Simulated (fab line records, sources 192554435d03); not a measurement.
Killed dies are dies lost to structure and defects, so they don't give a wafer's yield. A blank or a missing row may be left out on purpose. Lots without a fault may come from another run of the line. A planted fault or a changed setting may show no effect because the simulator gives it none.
fab line records | flow n5_finfet
record lots=5 wafers=14 last_day=18
route steps=1938 shown DUMMY_GATE@256 SPACER0@258 SD_EPI_N@262 PASSIVATION@1936
lots that met no fault: from a run of the same line without faults
start_h: hours from the record's first day to the start of the lot's first wafer shown | wait_h: hours since the lot's step before | " the same as in the row above | L1.1+2: a row that stands for several wafers | - no value, or no start given | * or withheld: withheld | < > ~ a bound
route shown NAME@n: a module of which the file shows steps, and the number in the route of the first | usual: mean/standard deviation of fault-free wafers | same: alike in all rows | chamber/n: place in a boat | sites: the reading at each site | _std_site: their standard deviation | _edge_site: outer sites' mean less inner sites' | radius_mm: how far each site lies from the wafer's centre | mask NAME#n: copy n | behind: the tool/chamber that last shaped the wafer | hold: why the lot was held/for how many hours/how that ended | device: the transistor (n, p or np) that didn't switch | end of line: the same wafers' tests at the end of the route | a step without rows: its recipe alone | killed: dies lost to structure and defects at the first sort, not the wafer's yield | map: a wafer's dies, x killed, . not, _ none there
set.NAME: the setting as run; set.NAME@STEP: as run at that earlier step | model.NAME: the simulator's own value behind a step, which no gauge read
lots at some steps of the route; a table a step, a row a wafer
services: from which hour (start_h, from the record's first day; less than 0 if before it) a tool's chamber was out of use, for how many hours, and why
## steps
# step N5_DUMMY_GATE_UV_OZONE_45
# recipe time_s=120 pressure_torr=760 temp_c=25
# step N5_DUMMY_GATE_INSPECT_27
# recipe inspect_instrument=brightfield mode=aei
# usual raw_defect_count=302/75
# columns lot.wafer tool chamber start_h wait_h raw_defect_count
L266.1 defect_inspect-01 - 47.87 0.0 372
L266.2 " - " " 503
L266.6 " - " " 384
L275.1 defect_inspect-02 - 102.52 0.0 245
L275.2 " - " " 245
L275.4 " - " " 243
L283.2 defect_inspect-01 - 150.73 0.0 238
L283.3 " - " " 355
L283.6 " - " " 514
L286.3 defect_inspect-02 - 171.44 0.0 296
L286.6 " - " " 328
L289.1 defect_inspect-02 - 185.88 0.0 263
L289.4 " - " " 426
L289.5 " - " " 454
# step N5_SPACER0_ALD_07
# recipe material=SiNx target_thk_a=20 temp_c=400 ald_precursor_family=SiH2I2 ald_co_reactant=N2/H2-plasma pressure_torr=2
# usual heater_power_w=833/100
# columns lot.wafer tool chamber start_h wait_h heater_power_w
L266.1 ald_sin-04 3 47.91 0.0 869
L266.2 " 0 " " 717
L266.6 " 2 " " 884
L275.1 ald_sin-03 2 102.72 0.2 935
L275.2 " 0 " " 773
L275.4 " 1 " " 613
L283.2 ald_sin-03 0 150.77 0.0 799
L283.3 " 2 " " 921
L283.6 " 1 " " 632
L286.3 ald_sin-01 0 171.48 0.0 820
L286.6 " 2 " " 808
L289.1 ald_sin-01 0 188.60 2.7 833
L289.4 " 3 " " 998
L289.5 " 3 " " 1013
# step N5_SPACER0_ALD_00
# recipe material=SiOCN target_thk_a=35 temp_c=400 ald_precursor_family=alkyl-aminosilane ald_co_reactant=O2/N2-plasma pulse_time_s=3 purge_time_s=2 co_reactant_purge_time_s=2 ald_cycles=58 pressure_torr=2
# usual heater_power_w=834/100 precursor_pulse_height_rel=1.001/0.02
# columns lot.wafer tool chamber start_h wait_h heater_power_w precursor_pulse_height_rel
L266.1 ald_sin-04 3 48.06 0.1 880 0.962
L266.2 " 0 " " 706 0.995
L266.6 " 2 " " 854 0.982
L275.1 ald_sin-03 2 102.87 0.1 931 1.017
L275.2 " 0 " " 792 1.030
L275.4 " 1 " " 617 1.021
L283.2 ald_sin-03 0 150.92 0.1 781 1.018
L283.3 " 2 " " 931 1.055
L283.6 " 1 " " 617 1.023
L286.3 ald_sin-01 0 171.63 0.1 829 0.994
L286.6 " 2 " " 783 1.027
L289.1 ald_sin-01 0 188.76 0.1 806 0.979
L289.4 " 3 " " 1011 1.020
L289.5 " 3 " " 1005 1.034
# step N5_SPACER0_ALD_08
# recipe material=SiNx target_thk_a=20 temp_c=400 ald_precursor_family=SiH2I2 ald_co_reactant=N2/H2-plasma pressure_torr=2
# step N5_SPACER0_INSPECT_04
# recipe inspect_instrument=darkfield mode=post_dep
# usual raw_defect_count=137/32
# columns lot.wafer tool chamber start_h wait_h raw_defect_count
L266.1 defect_inspect-01 - 48.48 0.1 137
L266.2 " - " " 201
L266.6 " - " " 148
L275.1 defect_inspect-01 - 103.28 0.1 153
L275.2 " - " " 96
L275.4 " - " " 105
L283.2 defect_inspect-01 - 151.34 0.1 97
L283.3 " - " " 133
L283.6 " - " " 204
L286.3 defect_inspect-02 - 172.05 0.1 162
L286.6 " - " " 153
L289.1 defect_inspect-02 - 189.17 0.1 106
L289.4 " - " " 180
L289.5 " - " " 182
# step N5_SD_EPI_N_COAT_32
# recipe resist=SOC temp_c=250 time_s=60 spin_rpm=1500 resist_thk_nm=350
# step N5_SD_EPI_N_COAT_33
# recipe resist=SiARC temp_c=220 time_s=60 spin_rpm=1500 resist_thk_nm=35
# step N5_SD_EPI_N_COAT_03
# recipe resist=CAR-ArF-block spin_rpm=1500 resist_thk_nm=150
# step N5_SD_EPI_N_EBR_05
# recipe solvent=PGMEA ebr_width_mm=1.5
# step N5_SD_EPI_N_SOFTBAKE_04
# recipe temp_c=110 time_s=60 resist=CAR-ArF-block
# step N5_SD_EPI_N_EXPOSE_06
# recipe mask_id=SD_N_BLK na=1.35 source_shape=conventional sigma_outer=0.8 polarization=unpolarized target_cd_nm=120 dose_mj=39.75
# step N5_SD_EPI_N_PEB_07
# recipe peb_temp_c=110 peb_time_s=60 resist=CAR-ArF-block
# usual chill_plate_temp_C=23.00/0.1
# columns lot.wafer tool chamber start_h wait_h chill_plate_temp_C
L266.1 litho_track-02 0 48.68 0.1 23.05
L266.2 " 0 " " 22.91
L266.6 " 0 " " 23.06
L275.1 litho_track-02 0 103.62 0.1 22.90
L275.2 " 0 " " 22.97
L275.4 " 0 " " 22.95
L283.2 litho_track-03 0 151.54 0.0 23.22
L283.3 " 0 " " 23.05
L283.6 " 0 " " 22.98
L286.3 litho_track-05 0 172.38 0.0 23.09
L286.6 " 0 " " 23.13
L289.1 litho_track-05 0 189.50 0.1 23.14
L289.4 " 0 " " 22.97
L289.5 " 0 " " 23.03
# step N5_SD_EPI_N_DEVELOP_08
# recipe develop_time_s=30 developer=TMAH resist=CAR-ArF-block dev_temp_c=23 rinse_liquid=diw dry=air_spin
# step N5_SD_EPI_N_CD_MEAS_09
# recipe target_cd_nm=120 landing_energy_ev=500 detector=se_inlens
# usual cd_nm=120.0/0.81
# columns lot.wafer tool chamber start_h wait_h cd_nm
L266.1 cd_sem-02 0 48.75 - 119.8
L266.2 " 0 " " 119.0
L266.6 " 0 " " 119.4
L275.1 cd_sem-01 0 103.68 - 119.0
L275.2 " 0 " " 120.3
L275.4 " 0 " " 119.1
L283.2 cd_sem-02 0 151.61 - 120.3
L283.3 " 0 " " 121.9
L283.6 " 0 " " 120.6
L286.3 cd_sem-01 0 172.45 - 119.9
L286.6 " 0 " " 120.4
L289.1 cd_sem-02 0 189.57 - 119.6
L289.4 " 0 " " 119.8
L289.5 " 0 " " 119.4
# step N5_SD_EPI_N_OVL_MEAS_10
# recipe points_per_wafer=44
# usual SD_N_BLK_OVL=-0.2/0.75
# columns lot.wafer tool chamber start_h wait_h SD_N_BLK_OVL[nm]
L266.1 overlay-01 0 48.78 0.0 -0.7
L266.2 " 0 " " 0.5
L266.6 " 0 " " 0.5
L275.1 overlay-01 0 103.71 0.0 0.3
L275.2 " 0 " " 0.0
L275.4 " 0 " " -0.1
L283.2 overlay-02 0 151.64 0.0 0.9
L283.3 " 0 " " -0.2
L283.6 " 0 " " 0.8
L286.3 overlay-02 0 172.48 0.0 1.1
L286.6 " 0 " " 1.3
L289.1 overlay-02 0 189.60 0.0 -0.3
L289.4 " 0 " " -0.8
L289.5 " 0 " " -0.8
# step N5_SD_EPI_N_INSPECT_11
# recipe mode=adi inspect_instrument=macro
# usual raw_defect_count=2.2/1.5
# columns lot.wafer tool chamber start_h wait_h raw_defect_count
L266.1 defect_inspect-01 - 48.80 0.0 1
L266.2 " - " " 3
L266.6 " - " " 3
L275.1 defect_inspect-02 - 103.74 0.0 1
L275.2 " - " " 1
L275.4 " - " " 1
L283.2 defect_inspect-02 - 151.66 0.0 1
L283.3 " - " " 3
L283.6 " - " " 1
L286.3 defect_inspect-01 - 172.50 0.0 3
L286.6 " - " " 2
L289.1 defect_inspect-02 - 189.62 0.0 2
L289.4 " - " " 3
L289.5 " - " " 2
# step N5_SD_EPI_N_DESCUM_14
# recipe chemistry=O2 time_s=7.9 source_power_w=50 bias_power_w=20 pressure_mtorr=20 rf_frequency_hz=2.712e+07 temp_c=40 resist=CAR-ArF-block o2_flow_sccm=225
# usual drypump_motor_current_A=5.7/0.44 oes_product_au=0.78/0.1 rf_vpp_V=242.8/0.98 showerhead_plenum_p_Torr=2.07/0.057 throttle_valve_pct=20.5/0.33
# columns lot.wafer tool chamber start_h wait_h drypump_motor_current_A oes_product_au rf_hours_counter_h rf_vpp_V showerhead_plenum_p_Torr throttle_valve_pct model.SD_EPI_N.cd_nm
L266.1 rie_diel-03 3 48.84 0.0 5.8 0.85 57 243.4 2.14 20.6 119.8
L266.2 " 0 " " 5.2 0.75 146 242.3 2.00 20.3 119.2
L266.6 " 0 " " 5.2 0.75 - 243.0 2.00 20.3 119.4
L275.1 rie_diel-01 1 103.77 0.0 6.3 0.69 227 242.8 2.07 20.7 118.8
L275.2 " 3 " " 6.1 0.88 48 242.5 2.04 20.0 120.4
L275.4 " 0 " " 4.8 0.70 201 243.8 2.07 20.7 119.2
L283.2 rie_diel-06 3 151.70 0.0 6.0 0.66 222 242.9 2.09 20.9 120.4
L283.3 " 1 " " 5.7 0.70 213 242.1 2.06 20.5 122
L283.6 " 2 " " 4.9 0.93 - 243.1 2.13 20.6 120.6
L286.3 rie_diel-06 1 172.53 0.0 5.8 0.69 218 243.2 2.06 20.5 120
L286.6 " 0 " " 5.8 0.79 - 243.2 2.00 20.0 120.8
L289.1 rie_diel-03 3 189.66 0.0 5.8 0.79 109 244.5 2.13 20.7 119.4
L289.4 " 0 " " 5.2 0.71 199 240.7 1.98 20.3 120.2
L289.5 " 2 " " 5.9 1.01 - 245.5 2.25 20.5 120
# step N5_SD_EPI_N_ETCH_34
# recipe chemistry=CF4 target=SiARC target_depth_a=455 mask_material=CAR-ArF-block time_s=75.8 ion_energy_ev=80 pressure_mtorr=40 source_w=545 bias_w=36 Ar_flow_sccm=100 cf4_flow_sccm=100 ends=cleared
# step N5_SD_EPI_N_ETCH_35
# recipe chemistry=N2/H2 target=SOC overetch_a=1080 mask_material=SiARC temp_c=40 ion_energy_ev=100 source_w=3000 bias_w=133 pressure_mtorr=20 time_s=486 n2_flow_sccm=200 h2_flow_sccm=200
# step N5_SD_EPI_N_STRIP_36
# recipe chemistry=N2/H2 temp_c=40 n2_flow_sccm=200 h2_flow_sccm=200 rf_frequency_hz=6e+07
# step N5_SD_EPI_N_ETCHBACK_44
# recipe chemistry=CH3F/O2 mode=anisotropic_etchback target=SiNx target_depth_a=145 stop_on=SiO2 over_etch_frac=0.3 ion_energy_ev=120 pressure_mtorr=30 source_w=395 bias_w=73 Ar_flow_sccm=150 CH3F_flow_sccm=30 O2_flow_sccm=20
# usual drypump_motor_current_A=5.7/0.44 oes_product_au=0.66/0.08 rf_vpp_V=298/5.8 showerhead_plenum_p_Torr=1.98/0.043 throttle_valve_pct=16.38/0.29
# columns lot.wafer tool chamber start_h wait_h drypump_motor_current_A oes_product_au rf_hours_counter_h rf_vpp_V showerhead_plenum_p_Torr throttle_valve_pct
L266.1 rie_diel-03 3 49.25 0.0 5.8 0.71 57 285 2.04 16.40
L266.2 " 0 " " 5.2 0.64 147 302 1.92 16.26
L266.6 " 0 " " 5.2 0.64 - 303 1.92 16.28
L275.1 rie_diel-01 1 104.19 0.0 6.3 0.60 227 289 1.97 16.54
L275.2 " 3 " " 6.1 0.74 48 295 1.95 15.90
L275.4 " 0 " " 4.8 0.59 201 301 2.00 16.75
L283.2 rie_diel-06 3 152.11 0.0 6.0 0.58 222 295 1.98 16.68
L283.3 " 1 " " 5.8 0.59 213 302 1.97 16.52
L283.6 " 2 " " 4.9 0.78 - 308 2.03 16.41
L286.3 rie_diel-06 1 172.95 0.0 5.8 0.59 218 302 1.97 16.51
L286.6 " 0 " " 5.8 0.67 - 294 1.94 16.12
L289.1 rie_diel-03 3 190.07 0.0 5.8 0.66 109 285 2.02 16.51
L289.4 " 0 " " 5.2 0.60 199 300 1.91 16.37
L289.5 " 2 " " 5.9 0.85 - 311 2.16 16.34
# step N5_SD_EPI_N_ETCH_45
# recipe chemistry=CH3F/O2 target=SiOCN target_depth_a=60 mask_material=SOC ion_energy_ev=60 bias_w=29 pressure_mtorr=15 source_w=410 Ar_flow_sccm=150 CH3F_flow_sccm=30 O2_flow_sccm=20
# usual drypump_motor_current_A=5.7/0.44 oes_product_au=0.78/0.1 rf_vpp_V=127.3/1 showerhead_plenum_p_Torr=1.97/0.043 throttle_valve_pct=23.36/0.29
# columns lot.wafer tool chamber start_h wait_h drypump_motor_current_A oes_product_au rf_hours_counter_h rf_vpp_V showerhead_plenum_p_Torr throttle_valve_pct
L266.1 rie_diel-03 3 49.35 0.1 5.8 0.84 57 128.1 2.03 23.36
L266.2 " 0 " " 5.2 0.75 147 128.1 1.92 23.28
L266.6 " 0 " " 5.2 0.75 - 125.9 1.92 23.29
L275.1 rie_diel-01 1 104.29 0.1 6.3 0.69 227 128.1 1.97 23.54
L275.2 " 3 " " 6.1 0.87 48 127.7 1.95 22.94
L275.4 " 0 " " 4.8 0.72 201 128.2 1.99 23.74
L283.2 rie_diel-06 3 152.21 0.1 6.0 0.67 222 127.9 1.97 23.63
L283.3 " 1 " " 5.8 0.70 213 127.1 1.96 23.44
L283.6 " 2 " " 4.9 0.94 - 128.0 2.03 23.45
L286.3 rie_diel-06 1 173.05 0.1 5.7 0.70 218 126.9 1.96 23.45
L286.6 " 0 " " 5.8 0.80 - 126.6 1.93 23.06
L289.1 rie_diel-03 3 190.17 0.1 5.8 0.78 109 128.7 2.01 23.44
L289.4 " 0 " " 5.2 0.71 199 126.5 1.90 23.36
L289.5 " 2 " " 5.8 1.00 - 131.1 2.15 23.58
# step N5_SD_EPI_N_ETCH_16
# recipe chemistry=CHF3/O2 target=SiO2 target_depth_a=50 mask_material=SOC pressure_mtorr=30 source_w=650 bias_w=170 Ar_flow_sccm=200 CHF3_flow_sccm=50 O2_flow_sccm=5 ion_energy_ev=200
# step N5_SD_EPI_N_STRIP_47
# recipe chemistry=CHF3/O2 resist=SiARC rf_frequency_hz=6e+07
# step N5_SD_EPI_N_SD_RECESS_17
# recipe chemistry=HBr/Cl2/O2 target_depth_a=410 mask_material=SOC time_s=23.7 bt_time_s=3 pressure_mtorr=10 icp_w=800 bias_w=112 HBr_flow_sccm=150 Cl2_flow_sccm=80 O2_flow_sccm=12
# usual drypump_motor_current_A=5.6/0.46 oes_product_au=1.004/0.018 throttle_valve_pct=37.3/0.4
# columns lot.wafer tool chamber start_h wait_h drypump_motor_current_A oes_product_au rf_hours_counter_h throttle_valve_pct model.SD_EPI_N.cd_nm
L266.1 rie_si-04 2 49.52 0.0 5.0 1.032 142 37.5 119.2
L266.2 " 0 " " 5.0 0.996 3 36.9 119.6
L266.6 " 3 " " 5.2 1.017 - 37.0 119
L275.1 rie_si-05 1 104.46 0.0 5.8 1.008 96 37.2 118
L275.2 " 3 " " 5.4 0.965 43 38.0 122
L275.4 " 0 " " 6.1 0.998 63 36.7 119
L283.2 rie_si-04 3 152.38 0.0 5.2 1.022 154 37.0 120.8
L283.3 " 1 " " 5.2 1.018 56 37.0 123.6
L283.6 " 2 " " 5.0 1.024 - 37.5 120.8
L286.3 rie_si-04 1 173.22 0.0 5.3 1.016 56 37.0 121.8
L286.6 " 1 " " 5.2 1.020 - 37.0 121.6
L289.1 rie_si-04 3 190.35 0.0 5.2 1.015 155 37.0 120
L289.4 " 0 " " 5.0 0.991 6 36.9 121
L289.5 " 3 " " 5.2 1.017 - 37.0 121
# step N5_SD_EPI_N_STRIP_38
# recipe chemistry=N2/H2 power_w=1000 temp_c=250 h2_frac=0.65 overash_fraction=0.3 pressure_mtorr=withheld n2_flow_sccm=1750 h2_flow_sccm=3250
# usual drypump_motor_current_A=5.5/0.55 heater_power_w=336/11 oes_product_au=0.761/0.011
# columns lot.wafer tool chamber start_h wait_h drypump_motor_current_A heater_power_w oes_product_au rf_hours_counter_h
L266.1 plasma_asher-02 1 49.62 0.1 5.8 342 0.758 32
L266.2 " 0 " " 6.2 335 0.746 32
L266.6 " 0 " " 6.2 326 0.755 -
L275.1 plasma_asher-01 1 104.55 0.1 4.7 327 0.752 94
L275.2 " 0 " " 5.7 342 0.769 94
L275.4 " 1 " " 4.8 327 0.761 -
L283.2 plasma_asher-01 1 152.48 0.1 4.7 321 0.762 104
L283.3 " 1 " " 4.7 326 0.766 -
L283.6 " 1 " " 4.7 339 0.746 -
L286.3 plasma_asher-02 0 173.33 0.1 6.2 335 0.770 -
L286.6 " 0 " " 6.2 330 0.750 -
L289.1 plasma_asher-01 1 190.44 0.1 4.7 320 0.765 111
L289.4 " 1 " " 4.7 315 0.748 -
L289.5 " 1 " " 4.7 328 0.743 -
# step N5_PASSIVATION_PROBE_49
# usual killed_at_M0_to_M3=35/11 killed_at_M4_up=14/5.4 killed_at_contacts=13/6 killed_at_front_end=38/11 killed_at_other=3.4/2.6 killed_dies=104/19 killed_open=68/13 killed_short=34/8.5
# same gross_dies=1180 killed_at_back_side=0
# columns lot.wafer tool chamber start_h wait_h killed_at_M0_to_M3 killed_at_M4_up killed_at_contacts killed_at_front_end killed_at_other killed_dies killed_open killed_short
L266.1 prober-01 - 315.08 0.0 52 22 15 39 1 129 81 37
L266.2 prober-01 - 315.13 0.1 41 6 20 15 5 87 54 32
L266.6 prober-01 - 315.33 0.3 46 15 16 35 4 116 75 38
# killed by level:class
L266.1 BEOL_M0_SAQP:geometric_particle:open=12 MOL_CONTACT_COAG:geometric_particle:open=11 BEOL_M2:geometric_particle:open=9 BEOL_M3:geometric_particle:open=8 HKMG_FIN:area_etch=8 BEOL_M0_SAQP:geometric_particle:short=7 BEOL_M1:geometric_particle:open=6 BEOL_M4:geometric_particle:open=6
L266.2 MOL_CONTACT_COAG:geometric_particle:open=14 BEOL_M3:geometric_particle:open=13 BEOL_M1:geometric_particle:open=7 BEOL_M2:geometric_particle:short=7 BEOL_M0:geometric_particle:open=6 MOL_CONTACT_COAG:geometric_particle:short=6 STARTING-WAFER:geometric_particle:short=4 FIN_SAQP:geometric_particle:open=3
L266.6 BEOL_M3:geometric_particle:open=15 MOL_CONTACT_COAG:geometric_particle:open=13 STI_FIN_REVEAL:geometric_particle:open=8 GATE_CUT:geometric_particle:short=6 BEOL_M0_SAQP:geometric_particle:open=5 BEOL_M0:geometric_particle:open=5 BEOL_M4:geometric_particle:open=5 FIN_SAQP:geometric_particle:open=4
## services
# columns tool chamber start_h hours kind
rie_si-05 - 24.68 0.4 repair
rie_diel-01 - 36.51 0.7 repair
ald_sin-01 1 45.54 2.6 repair
ald_sin-01 1 52.24 11.0 repair
ald_sin-04 - 57.27 6.0 pm
rie_diel-06 0 76.12 3.5 repair
ald_sin-04 - 77.28 0.6 repair
ald_sin-01 - 89.32 6.1 pm
rie_si-05 2 91.24 4.4 repair
rie_diel-03 1 104.01 - clean
rie_diel-03 1 104.01 - consumable_replace:focus_ring
rie_diel-03 1 104.01 17.7 scheduled_down
rie_diel-03 1 104.01 17.7 vent_cycle
ald_sin-01 3 111.29 1.9 repair
rie_diel-06 2 127.22 13.3 repair
rie_diel-01 3 129.40 7.0 repair
rie_diel-06 1 153.08 4.2 repair
rie_diel-03 2 157.10 - clean
rie_diel-03 2 157.10 - consumable_replace:esc
rie_diel-03 2 157.10 - consumable_replace:focus_ring
rie_diel-03 2 157.10 - consumable_replace:showerhead
ald_sin-04 - 176.75 14.0 pm
ald_sin-03 2 182.84 6.7 repair
plasma_asher-02 - 184.19 3.2 repair
## key
first_sign none at tools or gauges
model_effect step=N5_SD_EPI_N_DESCUM_14 value=SD_EPI_N.cd_nm without=118.2 struck=120.4
model_effect step=N5_SD_EPI_N_SD_RECESS_17 value=SD_EPI_N.cd_nm without=119.8 struck=122
met_at N5_SD_EPI_N_PEB_07
struck_wafers L275.2
tester_left_out L275
onset_between 48.68 103.62
fault kind=process_parameter_drift tool=litho_track-02 chamber=- onset_h=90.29 steps=N5_SD_EPI_N_PEB_07 channel=peb_time_s offset=* shape=step end_h=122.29 scope=struck_wafers_only acts_in=* stated=*
# tester_left_out: of these lots the tester's yield and bins aren't shown, on N5 and GAA mostly nor the transistor test; their killed dies are dies lost to structure and defects alone, not to doping, threshold or leakage, so they don't give the yield
